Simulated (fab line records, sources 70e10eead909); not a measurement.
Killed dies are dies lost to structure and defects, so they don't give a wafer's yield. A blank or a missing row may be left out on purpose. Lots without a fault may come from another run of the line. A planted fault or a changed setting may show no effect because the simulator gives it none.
fab line records | flow nand_harc
record lots=6 wafers=18 last_day=31
route steps=1302 shown A_STAIRCASE@716 END@1302
lots that met no fault: from a run of the same line without faults
start_h: hours from the record's first day to the start of the lot's first wafer shown | wait_h: hours since the lot's step before | " the same as in the row above | L1.1+2: a row that stands for several wafers | - no value, or no start given | * or withheld: withheld | < > ~ a bound
route shown NAME@n: a module of which the file shows steps, and the number in the route of the first | usual: mean/standard deviation of fault-free wafers | same: alike in all rows | chamber/n: place in a boat | sites: the reading at each site | _std_site: their standard deviation | _edge_site: outer sites' mean less inner sites' | radius_mm: how far each site lies from the wafer's centre | mask NAME#n: copy n | behind: the tool/chamber that last shaped the wafer | hold: why the lot was held/for how many hours/how that ended | device: the transistor (n, p or np) that didn't switch | end of line: the same wafers' tests at the end of the route | a step without rows: its recipe alone | killed: dies lost to structure and defects at the first sort, not the wafer's yield | map: a wafer's dies, x killed, . not, _ none there
set.NAME: the setting as run; set.NAME@STEP: as run at that earlier step | model.NAME: the simulator's own value behind a step, which no gauge read
lots at some steps of the route; a table a step, a row a wafer
services: from which hour (start_h, from the record's first day; less than 0 if before it) a tool's chamber was out of use, for how many hours, and why
## steps
# step NHARC_A_STAIRCASE_TRIM_202
# recipe time_s=211.2 o2_flow_sccm=500 ar_flow_sccm=0 bias_w=0 chemistry=O2
# usual drypump_motor_current_A=5.7/0.39 o2_flow_sccm=500.0/1.4 oes_product_au=1.007/0.015 rf_vpp_V=57.9/0.83 showerhead_plenum_p_Torr=3.57/0.1 throttle_valve_pct=17.036/0.0087
# columns lot.wafer tool chamber start_h wait_h drypump_motor_current_A o2_flow_sccm oes_product_au rf_hours_counter_h rf_vpp_V showerhead_plenum_p_Torr throttle_valve_pct
L647.3 rie_diel-05 0 - - 5.6 499.3 1.035 48 59.5 3.42 17.022
L647.1 " 3 " " 5.5 499.7 0.981 47 57.8 3.50 17.049
L647.6 " 1 " " 6.3 499.4 0.987 - 57.5 3.74 17.042
L657.2 rie_diel-12 1 - - 6.2 500.7 1.031 5 56.3 3.51 17.032
L657.1 " 2 " " 5.4 501.5 1.025 7 59.8 3.61 17.040
L657.4 " 3 " " 5.1 500.2 0.997 7 58.2 3.57 17.041
L656.1 rie_diel-06 1 - - 5.9 499.6 1.018 47 57.5 3.45 17.042
L656.3 " 3 " " 5.2 499.3 1.013 48 57.1 3.49 17.050
L656.5 " 0 " " 6.1 496.9 1.004 - 57.2 3.54 17.046
L659.1 rie_diel-12 1 - - 6.3 503.5 1.033 9 58.4 3.51 17.054
L659.3 " 3 " " 5.1 500.3 0.999 10 58.6 3.57 17.030
L659.6 " 0 " " 6.0 499.6 0.998 - 58.7 3.53 17.035
L661.4 rie_diel-05 3 - - 5.5 499.5 0.996 29 58.2 3.48 17.059
L661.2 " 0 " " 5.6 497.6 1.008 30 58.8 3.40 17.017
L661.1 " 1 " " 6.3 497.4 1.000 27 57.8 3.72 17.048
L664.3 rie_diel-05 2 - - 5.7 501.4 1.026 32 59.3 3.76 17.038
L664.2 " 3 " " 5.5 499.1 0.995 42 59.2 3.47 17.032
L664.5 " 1 " " 6.4 499.4 0.998 - 57.7 3.72 17.029
# step NHARC_A_STAIRCASE_ETCH_203
# recipe target_depth_a=1000 time_s=40.5 ion_energy_ev=400 c4f8_flow_sccm=20 o2_flow_sccm=10 ar_flow_sccm=withheld rf_w=600 bias_w=1000 chemistry=C4F8/O2
# usual oes_product_au=0.950/0.015 rf_vpp_V=897/3.8
# columns lot.wafer tool chamber start_h wait_h oes_product_au rf_hours_counter_h rf_vpp_V
L647.3 rie_diel-05 1 - - 0.930 51 903
L647.1 " 2 " " 0.963 47 905
L647.6 " 0 " " 0.964 - 893
L657.4 rie_diel-12 1 - - 0.967 6 895
L657.1 " 2 " " 0.961 7 900
L657.2 " 3 " " 0.951 7 897
L656.3 rie_diel-06 0 - - 0.947 51 898
L656.1 " 2 " " 0.926 44 897
L656.5 " 0 " " 0.946 - 897
L659.1 rie_diel-12 2 - - 0.946 10 900
L659.3 " 0 " " 0.917 9 896
L659.6 " 3 " " 0.929 - 897
L661.2 rie_diel-05 1 - - 0.925 27 903
L661.1 " 3 " " 0.932 29 893
L661.4 " 0 " " 0.948 30 891
L664.2 rie_diel-05 1 - - 0.931 41 903
L664.3 " 3 " " 0.966 42 894
L664.5 " 0 " " 0.964 - 891
# step NHARC_A_STAIRCASE_STRIP_205
# recipe power_w=1500 temp_c=250 chemistry=O2
# usual drypump_motor_current_A=5.7/0.62 heater_power_w=306/17 rf_refl_power_W=15/3.9
# columns lot.wafer tool chamber start_h wait_h drypump_motor_current_A heater_power_w rf_hours_counter_h rf_refl_power_W
L647.1 plasma_asher-02 1 384.01 0.1 6.5 305 26 9
L647.3 " 0 " " 5.0 273 - 15
L647.6 " 1 " " 6.5 305 - 10
L657.1 plasma_asher-01 1 469.03 0.1 5.5 335 26 19
L657.2 " 0 " " 6.0 301 26 17
L657.4 " 0 " " 5.9 302 - 17
L656.1 plasma_asher-02 1 469.21 0.1 6.5 304 6 9
L656.3 " 0 " " 5.0 297 - 16
L656.5 " 0 " " 5.0 293 - 15
L659.1 plasma_asher-02 1 480.12 0.1 6.5 309 9 9
L659.3 " 1 " " 6.5 316 - 10
L659.6 " 1 " " 6.5 307 - 9
L661.2 plasma_asher-02 1 492.98 0.1 6.5 313 11 10
L661.1 " 0 " " 5.0 293 11 15
L661.4 " 0 " " 5.0 297 - 17
L664.2 plasma_asher-01 1 530.61 0.1 5.5 324 1 20
L664.3 " 0 " " 5.9 315 - 17
L664.5 " 1 " " 5.5 337 - 20
# step NHARC_A_STAIRCASE_STRIP_206
# recipe time_s=900 temp_c=130 chemistry=SPM
# step NHARC_A_STAIRCASE_PRECLEAN_207
# recipe time_s=* temp_c=50 bath_age_min=0 chemistry=SC1
# step NHARC_A_STAIRCASE_SRD_208
# step NHARC_A_STAIRCASE_DEHYDRATE_209
# recipe temp_c=150 time_s=120
# step NHARC_A_STAIRCASE_HMDS_210
# recipe time_s=30
# step NHARC_A_STAIRCASE_COAT_211
# recipe spin_rpm=1200
# step NHARC_A_STAIRCASE_SOFTBAKE_212
# recipe temp_c=135 time_s=170
# step NHARC_A_STAIRCASE_EBR_213
# step NHARC_A_STAIRCASE_EXPOSE_214
# recipe na=0.5 dose_mj=31.26 mask_id=STAIR_3
# columns lot.wafer tool chamber start_h wait_h mask model.A_STAIRCASE.overlay_x_nm
L647.1+3+6 krf_scanner-04 0 385.15 - STAIR_3#0 -6.479
L657.1+2+4 krf_scanner-04 0 470.06 - STAIR_3#0 36
L656.1+3+5 krf_scanner-03 0 470.37 - STAIR_3#0 3.235
L659.1+3+6 krf_scanner-03 0 481.08 - STAIR_3#0 2.744
L661.1+2+4 krf_scanner-04 0 494.12 - STAIR_3#0 21.47
L664.2+3+5 krf_scanner-01 0 531.62 - STAIR_3#0 8.776
# step NHARC_A_STAIRCASE_PEB_215
# recipe peb_temp_c=115 peb_time_s=130
# step NHARC_END_SORT_01
# recipe temp_c=25
# usual killed_at_array=54/20 killed_at_other=0.7/0.94 killed_at_periphery=3.8/2.7 killed_dies=59/20 killed_open=3.5/1.9 killed_short=2.5/1.6
# same gross_dies=677
# columns lot.wafer tool chamber start_h wait_h killed_at_array killed_at_other killed_at_periphery killed_dies killed_open killed_short
L647.1 prober-01 0 586.94 2.5 57 3 2 62 1 2
L647.3 prober-01 0 588.53 3.1 48 0 1 49 2 4
L647.6 prober-01 0 590.91 4.0 58 1 2 61 4 2
L656.3 prober-02 0 679.98 3.1 83 0 6 89 7 2
L661.1 prober-02 0 704.70 2.5 49 0 2 51 1 2
L661.2 prober-02 0 705.50 2.8 47 0 0 47 3 1
L661.4 prober-02 0 707.11 3.4 51 0 5 56 2 3
# killed by level:class
L647.1 A_SLIT:chamber_film_flake=27 A_CHANNEL_HOLE_D2:chamber_film_flake=8 A_M1:chamber_film_flake=5 A_CHANNEL_HOLE_D1:chamber_film_flake=4 A_DECK1_JOINT:chamber_film_flake=4 A_STAIRCASE:chamber_film_flake=4 A_CHANNEL_FILL_D1:chamber_film_flake=2 THIN_TSV:chamber_film_flake=2
L647.3 A_SLIT:chamber_film_flake=20 A_CHANNEL_HOLE_D2:chamber_film_flake=8 A_M1:chamber_film_flake=5 A_CHANNEL_HOLE_D1:chamber_film_flake=2 A_ONON_D1:geometric_particle:open=1 A_ONON_D2:geometric_particle:short=1 A_CHANNEL_HOLE_D2:geometric_particle:short=1 A_SGD_CUT:geometric_particle:short=1
L647.6 A_SLIT:chamber_film_flake=26 A_M1:chamber_film_flake=6 A_CHANNEL_HOLE_D2:chamber_film_flake=5 A_STAIRCASE:chamber_film_flake=5 A_WL_FILL:chamber_film_flake=3 P_M2:chamber_film_flake=2 A_CHANNEL_HOLE_D1:chamber_film_flake=2 A_DECK1_JOINT:chamber_film_flake=2
L656.3 A_SLIT:chamber_film_flake=30 A_CHANNEL_HOLE_D1:chamber_film_flake=29 A_CONTACT:chamber_film_flake=5 A_CHANNEL_HOLE_D2:chamber_film_flake=4 A_STAIRCASE:chamber_film_flake=4 A_DECK1_JOINT:geometric_particle:open=3 P_M0:geometric_particle:open=2 P_M0:chamber_film_flake=2
L661.1 A_CHANNEL_HOLE_D2:chamber_film_flake=21 A_CHANNEL_HOLE_D1:chamber_film_flake=11 A_CONTACT:chamber_film_flake=5 A_STAIRCASE:chamber_film_flake=4 A_SLIT:chamber_film_flake=3 A_WL_FILL:chamber_film_flake=3 P_M2:geometric_particle:open=1 A_CHANNEL_FILL_D1:geometric_particle:short=1
L661.2 A_CHANNEL_HOLE_D2:chamber_film_flake=19 A_CHANNEL_HOLE_D1:chamber_film_flake=7 A_SLIT:chamber_film_flake=7 A_STAIRCASE:chamber_film_flake=6 A_CONTACT:chamber_film_flake=2 A_SOURCE_PLATE:geometric_particle:open=1 A_CHANNEL_FILL_D2:geometric_particle:open=1 A_SGD_CUT:geometric_particle:short=1
L661.4 A_CHANNEL_HOLE_D2:chamber_film_flake=22 A_CONTACT:chamber_film_flake=8 A_CHANNEL_HOLE_D1:chamber_film_flake=6 A_STAIRCASE:chamber_film_flake=5 P_GATE:chamber_film_flake=4 A_SLIT:chamber_film_flake=4 P_CONTACT:geometric_particle:open=1 A_ONON_D1:geometric_particle:short=1
## services
# columns tool chamber start_h hours kind
rie_diel-05 0 363.51 - clean
rie_diel-05 1 363.51 - clean
rie_diel-05 2 363.51 - clean
rie_diel-05 3 363.51 - clean
rie_diel-05 0 388.01 - clean
rie_diel-05 1 388.01 - clean
rie_diel-05 2 388.01 - clean
rie_diel-05 3 388.01 - clean
krf_scanner-03 - 396.00 4.0 pm
rie_diel-05 - 406.64 9.0 pm
rie_diel-05 0 406.64 9.0 vent_cycle
rie_diel-05 1 406.64 9.0 vent_cycle
plasma_asher-02 - 426.21 9.0 pm
krf_scanner-03 - 433.18 4.4 repair
rie_diel-12 - 446.24 9.0 pm
rie_diel-05 - 449.79 0.6 repair
rie_diel-05 0 470.51 4.5 repair
krf_scanner-01 - 484.01 4.0 pm
rie_diel-06 - 485.02 9.0 pm
rie_diel-05 2 504.00 8.9 repair
krf_scanner-01 - 504.33 0.4 repair
krf_scanner-04 - 506.55 20.5 repair
plasma_asher-01 - 519.00 9.0 pm
krf_scanner-04 - 528.94 4.0 pm
## key
first_sign none at tools or gauges
model_effect step=NHARC_A_STAIRCASE_EXPOSE_214 value=A_STAIRCASE.overlay_x_nm without=2.175 struck=28.74
met_at NHARC_A_STAIRCASE_EXPOSE_214
struck_wafers L657.1,L657.2,L657.4,L661.1,L661.2,L661.4
tester_left_out L657,L661
onset_between 385.15 470.06
fault kind=scanner_matching_overlay tool=krf_scanner-04 chamber=- onset_h=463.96 steps=NHARC_A_STAIRCASE_EXPOSE_214 offset=26.564
# tester_left_out: of these lots the tester's yield and bins aren't shown, on N5 and GAA mostly nor the transistor test; their killed dies are dies lost to structure and defects alone, not to doping, threshold or leakage, so they don't give the yield
